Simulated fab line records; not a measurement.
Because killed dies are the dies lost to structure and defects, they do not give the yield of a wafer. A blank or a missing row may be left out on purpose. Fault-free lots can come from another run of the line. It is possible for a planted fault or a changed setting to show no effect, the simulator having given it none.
A lot that was struck, set against a sound lot + flow nand_harc + 36 steps out of a route of 1302
Sound: the wafers L580.1, L580.3, L580.4. Struck: wafer L590.4. (L590.1 of the same lot was not struck and is left out.) The cause comes at the end.
Per side, at each step with rows, come the tool, then ch with its chambers, and then its first start. Under that, the readings that differ: sound wafers + struck wafers + difference of the means + sigmas: that difference in standard deviations of wafers without a fault.
alike: same words and numbers on both sides, and readings whose means sit less than 2 such deviations apart. not compared: any withheld reading, any reading some wafer has no value for, any bound like >300 that may hide the same value, and any number with overlapping values for which the record gives no deviation.
The two part at a step that has a row with sigmas, a row that says differs or no value, or rows on one side only. Numbers that have no deviation but don't overlap get no sigmas and don't part them. Lack of a reading on every wafer of one side parts them only where that side has two or more wafers.

first, 2 steps without rows for these wafers: NHARC_A_SLIT_PRECLEAN_19 (cleans in SC1); NHARC_A_SLIT_SRD_20.
NHARC_A_SLIT_CD_MEAS_21:
  struck on cd_sem-03, day 25 21:14; sound on cd_sem-01, day 22 00:53
  alike: cd_nm
then, 3 steps without rows for these wafers: NHARC_A_SIN_REMOVE_WET_00 (chemistry H3PO4, time 15300 s); NHARC_A_SIN_REMOVE_PRECLEAN_01 (cleans in SC1); NHARC_A_SIN_REMOVE_SRD_02.
NHARC_A_SIN_REMOVE_INSPECT_04:
  struck on defect_inspect-02, day 26 04:00; sound on defect_inspect-01, day 22 07:33
  alike: raw_defect_count
NHARC_A_WL_FILL_ALD_00: deposits Al2O3, target thk 3 nm, pulse time 3 s, ald cycles 30.
  sound on ald_hk-04 ch 0,2,3, day 22 07:37; struck on ald_hk-04 ch 3, day 26 04:55
  alike: heater_power_w, precursor_pulse_height_rel
NHARC_A_WL_FILL_RTA_01: time 5 s.
  sound on rtp_anneal-01 ch 0, day 22 07:54; struck on rtp_anneal-01 ch 0, day 26 05:11
| reading             | sound             | struck | difference | sigmas |
|---------------------|-------------------|--------|------------|--------|
| lamp_zone_6_pct (%) | 35.35 35.41 35.43 | 35.31  | -0.09      | -2     |
  alike: lamp_power_pct, lamp_zone_7_pct, wafer_temp_C_max
then, 1 step without rows for these wafers: NHARC_A_WL_FILL_ALD_02 (deposits TiN, target thk 2 nm, pulse time 3 s, ald cycles 100).
NHARC_A_WL_FILL_CVD_03: deposits W, target thk 40 nm, time 279 s.
  sound on cvd_w-02 ch 0,1, day 22 08:36; struck on cvd_w-02 ch 1, day 26 05:58
  alike: heater_power_w, throttle_valve_pct
then, 1 step without rows for these wafers: NHARC_A_WL_FILL_ETCHBACK_04 (etches the open film in NF3, target depth 60 nm, time 120 s).
NHARC_A_WL_FILL_ETCHBACK_05: etches the open film in Cl2/BCl3, target depth 22 nm, time 60 s.
  sound on rie_metal-01 ch 0,1, day 22 09:10; struck on rie_metal-03 ch 0, day 26 06:32
| reading               | sound             | struck | difference | sigmas |
|-----------------------|-------------------|--------|------------|--------|
| oes_product_au (a.u.) | 0.991 1.001 0.986 | 1.011  | +0.018     | +2     |
  alike: drypump_motor_current_A
  not compared: rf_hours_counter_h
then, 16 steps without rows for these wafers: NHARC_A_WL_FILL_STRIP_27 (strips in N2/H2, time 20 s); NHARC_A_WL_FILL_STRIP_28 (strips in post etch residue remover, time 1200 s); NHARC_A_WL_FILL_PRECLEAN_06 (cleans in DIW, time 300 s); NHARC_A_WL_FILL_SRD_07; NHARC_A_WL_FILL_ANNEAL_08 (time 1800 s); NHARC_A_WL_FILL_ALD_10 (deposits SiO2, target thk 50 nm, pulse time 10 s, ald cycles 500); NHARC_A_WL_FILL_ETCHBACK_16 (etches the open film in C4F8/O2/Ar, target depth 120 nm, time 24 s); NHARC_A_WL_FILL_STRIP_29 (strips in O2, time 20 s); NHARC_A_WL_FILL_ETCHBACK_17 (etches the open film in Cl2/BCl3, target depth 4 nm, time 26.7 s); NHARC_A_WL_FILL_PRECLEAN_18 (cleans in dHF, time 30 s); NHARC_A_WL_FILL_SRD_21; NHARC_A_WL_FILL_CVD_23 (deposits poly-Si, target thk 40 nm, time 800 s); NHARC_A_WL_FILL_ETCHBACK_26 (etches the open film in HBr, target depth 52 nm, time 13.3 s); NHARC_A_WL_FILL_PRECLEAN_30 (cleans in dHF, time 10 s); NHARC_A_WL_FILL_SRD_14; NHARC_A_WL_FILL_ALD_19 (deposits TiN, target thk 2 nm, pulse time 3 s, ald cycles 100).
NHARC_A_WL_FILL_CVD_20: deposits W, target thk 100 nm, time 74 s.
  sound: cvd_w-02 ch 0,1; struck: cvd_w-02 ch 0
  alike: heater_power_w, throttle_valve_pct
NHARC_A_WL_FILL_CMP_12: polishes, t overpolish 30 s, target thk 100 nm.
  sound on cmp-03 ch 0,1,2, day 23 00:57; struck on cmp-04 ch 0, day 26 22:19
  alike: motor_current_A, overpolish_run_s, slurry_filter_dp_kPa, time_to_endpoint_s
after that, 1 step had no rows for these wafers: NHARC_A_WL_FILL_SRD_31.
NHARC_A_WL_FILL_INSPECT_15:
  struck on defect_inspect-01, day 26 22:47; sound on defect_inspect-02, day 23 01:25
  alike: raw_defect_count
then, 2 steps without rows for these wafers: NHARC_A_CONTACT_DEP_24 (deposits SiO2, target thk 500 nm); NHARC_A_CONTACT_DEP_28 (deposits aC, target thk 7000 nm).
-- jump in the record: it breaks off in module A_CONTACT and resumes in module END (first step shown: number 1302 of the route), and 3 days separate the struck wafers' starts before and after --
NHARC_END_SORT_01:
  the record has rows for the struck wafers here (prober-02 ch 0, day 30 06:56) and none for the sound ones

WHERE THEY PART
Last at NHARC_END_SORT_01 as far as this record goes, first at NHARC_A_WL_FILL_RTA_01.

WHY: what the simulator had put in
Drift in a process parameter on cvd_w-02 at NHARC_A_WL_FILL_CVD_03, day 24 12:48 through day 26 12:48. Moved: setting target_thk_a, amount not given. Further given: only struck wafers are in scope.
